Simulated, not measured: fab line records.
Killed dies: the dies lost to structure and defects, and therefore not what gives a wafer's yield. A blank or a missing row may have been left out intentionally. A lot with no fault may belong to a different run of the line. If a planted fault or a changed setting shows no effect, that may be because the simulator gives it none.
fab line records	flow nandHarc
record lots=13	wafers=39	lastDay=24
route steps=1159 shown A_STAIRCASE@691 THIN_TSV@1120 END@1159
lots untouched by any fault: they come from a run of this same line in which no faults occurred
startH: hours from the record's opening day to when the first of the lot's shown wafers began	waitH: time in hours since the lot's previous step	" as in the row above	L1.1+2: a single row standing in for several wafers	- either no value or no given start	* or withheld: withheld	< > ~ a bound
route shown NAME@n: NAME is a module with steps in the file, n the number in the route of the first one	usual: the fault-free wafers' mean and standard deviation	same: alike in all rows	chamber/n: place in a boat	sites: readings site by site	_std_site: the values' standard deviation	_edge_site: outer sites' mean less inner sites'	radiusMm: how far each site lies from the wafer's centre	mask NAME#n: copy n	behind: the tool/chamber that last shaped the wafer	hold: cause of the lot's hold/its duration in hours/its outcome	device: which transistor (n, p or np) failed to switch	end of line: tests of these same wafers at the route's end	where a step has no rows: the recipe by itself	killed: count of dies lost to structure and defects at first sort (not the wafer's yield)	map: per-die view of a wafer (x killed, . not killed, _ where there is no die)
set.NAME: the setting as run; set.NAME@STEP: as run at that earlier step	model.NAME: the simulator's own value behind a step, which no gauge read
one table for each step of the route and one row for each wafer, over a sample of lots
services: when a tool's chamber went out of use (startH, in hours from the record's first day, below 0 if earlier), for how many hours, and the reason
## steps
# step NHARC_A_STAIRCASE_ETCH_453
# recipe targetDepthA=300	overetchA=30	timeS=16.5	ionEnergyEv=100	cf4FlowSccm=80	o2FlowSccm=20	arFlowSccm=0	rfW=300	biasW=100	chemistry=CF4/O2
# usual cf4FlowSccm=79.99/0.22	drypumpMotorCurrentA=5.5/0.6	oes_o_777_au=1.000/0.0046	oesProductAu=0.998/0.0081	rfVppV=198.3/1.5	showerheadPlenumPTorr=1.35/0.065	throttleValvePct=13.397/0.008
lot.wafer	tool	chamber	startH	waitH	cf4FlowSccm	drypumpMotorCurrentA	oes_o_777_au	oesProductAu	rfHoursCounterH	rfVppV	showerheadPlenumPTorr	throttleValvePct
L995.1	rieDiel-08	0	262.79	-	80.15	5.9	1.008	0.999	53	199.2	1.38	13.395
L995.4	"	2	"	"	80.02	6.3	0.999	1.005	55	195.9	1.25	13.404
L995.6	"	1	"	"	79.78	6.5	1.010	1.009	-	199.1	1.37	13.401
L996.4	rieDiel-07	3	277.30	-	80.07	5.7	1.005	0.995	15	196.5	1.25	13.388
L996.5	"	2	"	"	79.97	5.0	1.004	0.999	-	198.7	1.35	13.395
L996.6	"	3	"	"	80.22	5.7	0.998	0.995	-	197.8	1.25	13.404
L997.3	rieDiel-08	3	281.72	-	79.97	6.3	1.006	1.004	53	199.0	1.37	13.401
L997.1	"	0	"	"	79.84	5.9	0.998	0.994	59	198.1	1.38	13.396
L997.6	"	1	"	"	79.78	6.4	0.992	1.003	-	199.2	1.37	13.407
L101.1	rieDiel-07	2	286.34	-	80.33	5.1	1.005	0.994	18	197.2	1.35	13.393
L101.6	"	0	"	"	80.31	4.7	0.992	1.003	-	200.0	1.44	13.384
L101.5	"	1	"	"	79.79	4.8	1.000	0.991	-	199.0	1.36	13.388
L999.2	rieDiel-07	0	289.93	-	80.06	4.7	0.998	0.993	19	199.8	1.44	13.400
L999.4	"	1	"	"	79.92	4.8	0.993	0.992	19	197.7	1.35	13.406
L999.6	"	1	"	"	79.75	4.8	0.994	0.988	-	197.7	1.35	13.389
L103.4	rieDiel-07	3	314.60	-	80.18	5.7	1.008	1.001	26	196.8	1.25	13.390
L103.2	"	0	"	"	79.87	4.7	1.003	0.992	26	201.4	1.44	13.402
L103.6	"	3	"	"	80.08	5.7	1.005	0.996	-	195.6	1.25	13.399
L105.2	rieDiel-07	0	320.86	-	80.09	4.7	1.004	1.003	29	199.9	1.44	13.398
L105.4	"	1	"	"	80.59	4.8	1.006	0.990	33	198.4	1.35	13.392
L105.5	"	2	"	"	79.66	5.0	0.999	0.991	-	198.6	1.34	13.390
L107.4	rieDiel-08	3	333.22	-	80.14	6.4	1.006	1.013	10	199.2	1.37	13.395
L107.1	"	0	"	"	80.08	5.9	0.994	1.000	8	198.4	1.38	13.393
L107.2	"	1	"	"	79.87	6.5	0.997	0.997	10	197.0	1.37	13.405
L108.3	rieDiel-08	2	334.02	-	79.56	6.3	0.998	1.010	12	196.5	1.25	13.400
L108.2	"	3	"	"	79.77	6.3	0.997	1.011	11	196.3	1.37	13.394
L108.6	"	2	"	"	80.04	6.3	0.999	0.996	-	195.0	1.25	13.384
L111.4	rieDiel-02	3	349.29	-	79.73	5.3	1.008	1.008	2	199.4	1.45	13.396
L111.1	"	1	"	"	79.55	5.3	0.997	0.986	3	199.1	1.37	13.391
L111.6	"	3	"	"	79.72	5.4	1.000	1.004	-	200.3	1.45	13.403
L110.4	rieDiel-08	2	351.64	-	79.82	6.3	1.003	1.011	20	195.2	1.25	13.398
L110.2	"	0	"	"	80.29	6.0	1.005	1.008	15	197.5	1.38	13.398
L110.5	"	1	"	"	79.94	6.5	0.994	1.006	-	197.2	1.36	13.414
L113.4	rieDiel-02	2	363.35	-	80.07	6.3	0.997	0.993	7	198.3	1.35	13.398
L113.1	"	0	"	"	80.26	5.7	1.004	0.991	7	200.4	1.43	13.402
L113.6	"	2	"	"	79.78	6.3	1.000	0.998	-	200.0	1.35	13.395
L115.3	rieDiel-02	2	379.92	-	80.49	6.2	0.998	0.988	13	198.7	1.34	13.395
L115.5	"	3	"	"	80.02	5.4	1.004	1.004	-	199.2	1.44	13.411
L115.6	"	0	"	"	80.11	5.7	0.997	0.989	-	198.5	1.43	13.402
# step NHARC_THIN_TSV_ETCH_15
# recipe targetDepthA=30000	boschTargetOveretchCycles=2	boschEtchStepS=2.8	boschDepStepS=1.2	boschCycles=14
# usual drypumpMotorCurrentA=5.5/0.42
lot.wafer	tool	chamber	startH	waitH	drypumpMotorCurrentA	rfHoursCounterH
L995.1	rieSi-03	1	426.08	-	5.9	0.7
L995.4	"	3	"	"	5.1	0.7
L995.6	"	2	"	"	5.4	-
L996.4	rieSi-03	1	440.16	-	5.9	0.8
L996.6	"	3	"	"	5.1	-
L996.5	"	0	"	"	5.8	-
L999.2	rieSi-03	1	457.33	-	5.9	0.8
L999.4	"	2	"	"	5.4	0.9
L999.6	"	1	"	"	5.9	-
L997.1	rieSi-05	1	458.45	-	4.9	0.3
L997.3	"	2	"	"	5.4	0.3
L997.6	"	0	"	"	5.5	-
L101.1	rieSi-03	3	465.58	-	5.1	1.0
L101.5	"	2	"	"	5.4	-
L101.6	"	3	"	"	5.1	-
L103.4	rieSi-03	2	476.32	-	5.4	1.1
L103.2	"	3	"	"	5.1	1.1
L103.6	"	1	"	"	5.9	-
L105.4	rieSi-02	0	491.58	-	5.8	0.8
L105.2	"	2	"	"	6.2	0.9
L105.5	"	0	"	"	5.8	-
L107.1	rieSi-05	3	503.13	-	5.7	0.8
L107.2	"	0	"	"	5.5	0.9
L107.4	"	1	"	"	4.9	0.8
L108.2	rieSi-03	3	504.11	-	5.1	1.5
L108.3	"	1	"	"	5.9	1.4
L108.6	"	3	"	"	5.1	-
L111.4	rieSi-05	1	509.62	-	4.8	0.9
L111.1	"	2	"	"	5.4	0.9
L111.6	"	0	"	"	5.5	-
L110.2	rieSi-02	3	510.75	-	6.3	1.1
L110.4	"	2	"	"	6.3	1.1
L110.5	"	3	"	"	6.2	-
L113.4	rieSi-02	0	527.87	-	5.8	1.2
L113.1	"	1	"	"	4.9	1.2
L113.6	"	1	"	"	4.9	-
L115.3	rieSi-02	2	552.88	-	6.2	1.4
L115.6	"	0	"	"	5.8	-
L115.5	"	1	"	"	4.9	-
# step NHARC_THIN_TSV_ANNEAL_52
# recipe tempC=225	timeS=90
# usual wafer_temp_C_max=226.1/0.4
lot.wafer	tool	chamber	startH	waitH	wafer_temp_C_max
L995.1	rtpAnneal-01	0	429.53	0.6	225.9
L995.4	"	0	"	"	226.1
L995.6	"	0	"	"	225.8
L996.4	rtpAnneal-02	0	447.03	0.6	226.3
L996.5	"	0	"	"	226.3
L996.6	"	0	"	"	226.4
L999.2	rtpAnneal-01	0	460.63	0.7	225.6
L999.4	"	0	"	"	225.8
L999.6	"	0	"	"	225.7
L997.1	rtpAnneal-01	0	462.12	0.5	225.5
L997.3	"	0	"	"	225.6
L997.6	"	0	"	"	225.7
L101.1	rtpAnneal-02	0	468.78	0.6	226.0
L101.5	"	0	"	"	226.3
L101.6	"	0	"	"	226.1
L103.2	rtpAnneal-02	0	479.64	0.8	226.3
L103.4	"	0	"	"	226.3
L103.6	"	0	"	"	226.4
L105.2	rtpAnneal-01	0	494.87	0.7	225.8
L105.4	"	0	"	"	225.6
L105.5	"	0	"	"	226.0
L107.1	rtpAnneal-01	0	506.61	0.6	225.9
L107.2	"	0	"	"	225.9
L107.4	"	0	"	"	225.8
L108.2	rtpAnneal-02	0	507.54	0.7	226.2
L108.3	"	0	"	"	226.5
L108.6	"	0	"	"	226.2
L111.1	rtpAnneal-02	0	512.78	0.5	226.6
L111.4	"	0	"	"	226.5
L111.6	"	0	"	"	226.4
L110.2	rtpAnneal-02	0	513.94	0.6	226.7
L110.4	"	0	"	"	226.3
L110.5	"	0	"	"	226.3
L113.1	rtpAnneal-02	0	531.00	0.6	226.3
L113.4	"	0	"	"	226.4
L113.6	"	0	"	"	226.5
L115.3	rtpAnneal-02	0	556.17	0.5	226.5
L115.5	"	0	"	"	226.4
L115.6	"	0	"	"	226.2
# step NHARC_THIN_TSV_PRE_CLEAN_54
# recipe timeS=30	tempC=280	gas=H2/He
# usual heaterPowerW=413/46
lot.wafer	tool	chamber	startH	waitH	heaterPowerW
L995.4	pvdSputter-03	-	430.47	0.0	466
L995.1	"	-	"	"	370
L995.6	"	-	"	"	468
L996.4	pvdSputter-01	-	447.75	0.0	452
L996.5	"	-	"	"	450
L996.6	"	-	"	"	466
L999.2	pvdSputter-01	-	461.48	0.0	386
L999.4	"	-	"	"	370
L999.6	"	-	"	"	363
L997.1	pvdSputter-02	-	463.04	0.1	447
L997.3	"	-	"	"	405
L997.6	"	-	"	"	441
L101.1	pvdSputter-03	-	469.68	0.1	510
L101.5	"	-	"	"	358
L101.6	"	-	"	"	509
L103.2	pvdSputter-02	-	480.48	0.1	359
L103.4	"	-	"	"	447
L103.6	"	-	"	"	363
L105.4	pvdSputter-01	-	495.72	0.1	397
L105.2	"	-	"	"	372
L105.5	"	-	"	"	393
L107.1	pvdSputter-01	-	507.50	0.1	478
L107.4	"	-	"	"	393
L107.2	"	-	"	"	365
L108.3	pvdSputter-01	-	508.37	0.0	365
L108.2	"	-	"	"	394
L108.6	"	-	"	"	458
L111.4	pvdSputter-01	-	513.68	0.0	384
L111.1	"	-	"	"	359
L111.6	"	-	"	"	468
L110.2	pvdSputter-02	-	514.77	0.1	435
L110.4	"	-	"	"	406
L110.5	"	-	"	"	418
L113.4	pvdSputter-03	-	531.89	0.1	357
L113.1	"	-	"	"	396
L113.6	"	-	"	"	360
L115.3	pvdSputter-01	-	556.95	0.0	447
L115.5	"	-	"	"	449
L115.6	"	-	"	"	466
# step NHARC_END_SORT_01
# recipe tempC=25
# usual killedAtArray=26/9.9	killedAtOther=0.8/1	killedAtPeriphery=2.8/2.2	killedDies=29/9.9	killedOpen=3.2/1.8	killedShort=2.1/1.4
# same grossDies=677
lot.wafer	tool	chamber	startH	waitH	killedAtArray	killedAtOther	killedAtPeriphery	killedDies	killedOpen	killedShort
L996.4	prober-02	0	461.89	3.4	33	0	3	36	7	4
L996.5	prober-02	0	462.69	3.7	32	0	3	35	5	2
L996.6	prober-02	0	463.49	4.0	31	0	6	37	4	2
L999.2	prober-01	0	472.17	2.8	19	1	5	25	4	3
L999.4	prober-01	0	473.78	3.4	20	4	0	24	1	1
L999.6	prober-01	0	475.40	4.0	22	1	0	23	0	1
L103.2	prober-01	0	491.08	2.8	93	0	2	95	3	2
L103.4	prober-01	0	492.68	3.4	100	1	2	103	3	0
L103.6	prober-01	0	494.28	4.0	83	1	4	88	2	4
L105.2	prober-01	0	505.13	2.8	61	1	1	63	3	2
L105.4	prober-01	0	506.73	3.4	84	0	1	85	1	2
L105.5	prober-01	0	507.52	3.7	77	0	2	79	1	0
L107.1	prober-02	0	517.46	2.5	26	0	7	33	4	2
L107.2	prober-02	0	518.25	2.8	26	1	8	35	8	1
L107.4	prober-02	0	519.85	3.4	23	1	5	29	4	1
L115.3	prober-01	0	567.41	3.1	41	0	3	44	5	2
L115.5	prober-01	0	569.02	3.7	49	1	0	50	3	3
L115.6	prober-01	0	569.82	4.0	44	0	2	46	0	3
# killed by level:class
L996.4 A_CHANNEL_HOLE_D1:chamberFilmFlake=11 A_SLIT:chamberFilmFlake=9 A_WL_FILL:geometricParticle:open=3 A_STAIRCASE:chamberFilmFlake=3 A_CONTACT:geometricParticle:short=2 P_M0:geometricParticle:short=1 P_M2:geometricParticle:open=1 A_ONON_D1:geometricParticle:open=1
L996.5 A_CHANNEL_HOLE_D1:chamberFilmFlake=10 A_SLIT:chamberFilmFlake=8 A_STAIRCASE:chamberFilmFlake=3 A_CONTACT:chamberFilmFlake=3 A_WL_FILL:geometricParticle:short=2 A_CONTACT:geometricParticle:open=2 P_CONTACT:geometricParticle:open=1 A_WL_FILL:geometricParticle:open=1
L996.6 A_CHANNEL_HOLE_D1:chamberFilmFlake=13 A_SLIT:chamberFilmFlake=10 P_GATE:chamberFilmFlake=2 A_ZERO_WELL:chamberFilmFlake=2 A_STAIRCASE:chamberFilmFlake=2 P_GATE:geometricParticle:open=1 P_CONTACT:geometricParticle:short=1 P_M0:geometricParticle:open=1
L999.2 A_SLIT:chamberFilmFlake=5 A_BONDPAD:chamberFilmFlake=4 A_CHANNEL_HOLE_D1:chamberFilmFlake=3 P_M1:chamberFilmFlake=2 P_M0:geometricParticle:open=1 P_M1:geometricParticle:open=1 A_ONON_D1:geometricParticle:short=1 A_CHANNEL_FILL_D1:geometricParticle:open=1
L999.4 A_SLIT:chamberFilmFlake=7 THIN_TSV:chamberFilmFlake=4 A_STAIRCASE:chamberFilmFlake=3 A_CHANNEL_HOLE_D1:chamberFilmFlake=2 A_CONTACT:chamberFilmFlake=2 A_CHANNEL_FILL_D1:geometricParticle:short=1 A_M1:geometricParticle:open=1 A_ZERO_WELL:chamberFilmFlake=1
L999.6 A_SLIT:chamberFilmFlake=9 A_CHANNEL_HOLE_D1:chamberFilmFlake=4 A_STAIRCASE:chamberFilmFlake=4 A_BONDPAD:chamberFilmFlake=2 A_SOURCE_PLATE:geometricParticle:short=1 A_ZERO_WELL:chamberFilmFlake=1 A_CONTACT:chamberFilmFlake=1 THIN_TSV:chamberFilmFlake=1
L103.2 A_STAIRCASE:unspecified=47 A_CHANNEL_HOLE_D1:chamberFilmFlake=18 A_SLIT:chamberFilmFlake=15 A_STAIRCASE:chamberFilmFlake=8 A_CONTACT:chamberFilmFlake=2 P_GATE:geometricParticle:short=1 P_CONTACT:geometricParticle:open=1 A_CHANNEL_HOLE_D1:geometricParticle:short=1
L103.4 A_STAIRCASE:unspecified=58 A_CHANNEL_HOLE_D1:chamberFilmFlake=18 A_SLIT:chamberFilmFlake=13 A_STAIRCASE:chamberFilmFlake=5 P_STI:chamberFilmFlake=2 A_CONTACT:chamberFilmFlake=2 A_ONON_D1:geometricParticle:open=1 A_WL_FILL:geometricParticle:open=1
L103.6 A_STAIRCASE:unspecified=50 A_CHANNEL_HOLE_D1:chamberFilmFlake=13 A_SLIT:chamberFilmFlake=11 A_ONON_D1:geometricParticle:short=2 P_ZERO_WELL:chamberFilmFlake=2 A_CONTACT:chamberFilmFlake=2 P_GATE:geometricParticle:short=1 P_CONTACT:geometricParticle:open=1
L105.2 A_STAIRCASE:unspecified=47 A_CONTACT:chamberFilmFlake=6 A_STAIRCASE:chamberFilmFlake=3 A_CONTACT:geometricParticle:open=2 P_GATE:geometricParticle:open=1 A_WL_FILL:geometricParticle:short=1 STARTING-WAFER:geometricParticle:short=1 A_CHANNEL_HOLE_D1:chamberFilmFlake=1
L105.4 A_STAIRCASE:unspecified=69 A_CONTACT:chamberFilmFlake=6 A_STAIRCASE:chamberFilmFlake=4 A_CHANNEL_HOLE_D1:chamberFilmFlake=2 A_CHANNEL_FILL_D1:geometricParticle:short=1 A_CHANNEL_FILL_D1:geometricParticle:open=1 A_CONTACT:geometricParticle:short=1 P_ZERO_WELL:chamberFilmFlake=1
L105.5 A_STAIRCASE:unspecified=59 A_STAIRCASE:chamberFilmFlake=7 A_CHANNEL_HOLE_D1:chamberFilmFlake=5 A_CONTACT:chamberFilmFlake=4 P_M0:geometricParticle:open=1 P_GATE:chamberFilmFlake=1 A_SLIT:chamberFilmFlake=1 A_BLC:chamberFilmFlake=1
L107.1 A_STAIRCASE:chamberFilmFlake=7 A_SLIT:chamberFilmFlake=5 A_M1:chamberFilmFlake=5 A_CHANNEL_HOLE_D1:chamberFilmFlake=4 P_CONTACT:geometricParticle:open=3 P_ZERO_WELL:chamberFilmFlake=2 A_CONTACT:chamberFilmFlake=2 P_CONTACT:geometricParticle:short=1
L107.2 A_STAIRCASE:chamberFilmFlake=10 A_CHANNEL_HOLE_D1:chamberFilmFlake=5 A_SLIT:chamberFilmFlake=4 P_GATE:geometricParticle:open=2 P_ZERO_WELL:chamberFilmFlake=2 P_STI:chamberFilmFlake=2 A_M1:chamberFilmFlake=2 P_M0:geometricParticle:open=1
L107.4 A_STAIRCASE:chamberFilmFlake=8 A_CHANNEL_HOLE_D1:chamberFilmFlake=4 A_SLIT:chamberFilmFlake=4 P_STI:chamberFilmFlake=3 A_CONTACT:chamberFilmFlake=2 P_M1:geometricParticle:open=1 P_M2:geometricParticle:short=1 A_SGD_CUT:geometricParticle:open=1
L115.3 A_CHANNEL_HOLE_D1:chamberFilmFlake=19 A_SLIT:chamberFilmFlake=9 A_WL_FILL:chamberFilmFlake=5 A_CONTACT:chamberFilmFlake=3 A_CONTACT:geometricParticle:open=2 P_CONTACT:geometricParticle:open=1 P_M0:geometricParticle:open=1 A_ONON_D1:geometricParticle:short=1
L115.5 A_CHANNEL_HOLE_D1:chamberFilmFlake=21 A_SLIT:chamberFilmFlake=14 A_WL_FILL:chamberFilmFlake=4 A_CONTACT:chamberFilmFlake=4 A_CHANNEL_FILL_D1:geometricParticle:open=2 A_ONON_D1:geometricParticle:open=1 A_CHANNEL_FILL_D1:geometricParticle:short=1 A_SGD_CUT:geometricParticle:short=1
L115.6 A_SLIT:chamberFilmFlake=20 A_CHANNEL_HOLE_D1:chamberFilmFlake=14 A_WL_FILL:chamberFilmFlake=4 A_CONTACT:chamberFilmFlake=4 P_M1:geometricParticle:short=1 A_ONON_D1:geometricParticle:short=1 A_CHANNEL_FILL_D1:geometricParticle:short=1 P_M0:chamberFilmFlake=1
## services
tool	chamber	startH	hours	kind
rieSi-05	-	239.00	9.0	pm
rieDiel-02	2	253.28	25.0	repair
rieSi-02	3	261.89	14.2	repair
pvdSputter-03	-	280.00	10.0	pm
rieSi-03	0	281.82	21.0	repair
rtpAnneal-02	-	300.00	12.0	pm
rieSi-03	-	332.00	9.0	pm
pvdSputter-01	-	340.10	10.0	pm
rieDiel-07	1	371.43	2.3	repair
pvdSputter-01	-	376.08	1.0	repair
rieSi-02	-	388.00	9.0	pm
rieDiel-07	-	406.41	9.0	pm
rieSi-02	-	413.67	0.4	repair
rieSi-03	0	426.85	7.6	repair
pvdSputter-01	-	435.69	2.1	repair
rieDiel-08	-	478.81	9.0	pm
pvdSputter-01	-	498.02	3.1	repair
rieSi-03	-	509.00	9.0	pm
rieDiel-07	0	516.39	5.9	repair
pvdSputter-01	-	518.10	10.0	pm
rieDiel-08	3	530.84	14.8	repair
rieSi-03	-	539.41	0.6	repair
rieDiel-08	2	551.59	22.2	repair
rieDiel-08	-	552.49	0.3	repair
## key
firstSign step=NHARC_END_SORT_01	reading=killedAtArray	direction=up	sigmas=5.8	usual=26	struck=83
effect step=NHARC_END_SORT_01	reading=killedDies	direction=up	sigmas=5.7	usual=29	struck=86
moreKillsBornAt NHARC_A_STAIRCASE_ETCH_453@rieDiel-07=330
metAt NHARC_A_STAIRCASE_ETCH_453
struckLots L103,L105
testerLeftOut L103,L105
notActingAt NHARC_THIN_TSV_ETCH_15,NHARC_THIN_TSV_ANNEAL_52,NHARC_THIN_TSV_PRE_CLEAN_54
onsetBetween 289.93 314.60
fault kind=chamberParticleSource	tool=rieDiel-07	chamber=-	onsetH=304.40	steps=NHARC_A_STAIRCASE_ETCH_453	ratePerVisitCm2=0.49809	endH=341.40
# testerLeftOut: of these lots the tester's yield and bins aren't shown, on N5 and GAA mostly nor the transistor test; their killed dies are dies lost to structure and defects alone, not to doping, threshold or leakage, so they don't give the yield
